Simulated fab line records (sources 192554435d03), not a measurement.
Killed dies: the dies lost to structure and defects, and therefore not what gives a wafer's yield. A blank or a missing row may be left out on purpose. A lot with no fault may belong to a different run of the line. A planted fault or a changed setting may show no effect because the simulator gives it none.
Matching of chambers | flow n5Finfet | 4 sister chambers for N5_BEOL_M4_ALD_84 on aldMetal-03
The step deposits TaN, pulse time 2 s, purge time 3 s, co reactant purge time 2 s. 4 wafers are shown with their chamber, then 7 later ones without.

== WAFERS PAIRED WITH THEIR CHAMBERS ==
wafer  | chamber | heaterPowerW (W)
L080.3 | 0       | 369
L080.5 | 3       | 394
L083.1 | 2       | 313
L083.2 | 1       | 385

== WAFERS WHOSE CHAMBER IS MISSING ==
wafer  | heaterPowerW (W)
L083.6 | 317
L091.1 | 393
L091.2 | 375
L091.4 | 400
L095.2 | 311
L095.3 | 403
L095.6 | 317

== THE CHAMBER EACH PASSED THROUGH ==
wafer  | from the rows above     | in truth
L083.6 | 2                       | 2
L091.1 | can't be placed: 3 or 1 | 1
L091.2 | can't be placed: 0 or 1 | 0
L091.4 | can't be placed: 3 or 1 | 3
L095.2 | 2                       | 2
L095.3 | can't be placed: 3 or 1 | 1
L095.6 | 2                       | 2
3 of 7 placed correctly. These rows do not allow placing 4 (true chamber among the candidates in 4). 0 placed wrongly.
How it was worked out, from the rows above alone: a wafer's distance from a chamber is the root of the sum, over the readings, of the square of ((its reading less the chamber's mean) divided by the reading's scatter). The wafer belongs to the nearest chamber; if the next one is less than 2 further off, it can't be placed. A chamber's mean is the mean of its shown wafers. The scatter: with one shown wafer a chamber, the root of the mean of the squares of how far each hidden wafer lies from its nearest shown one.
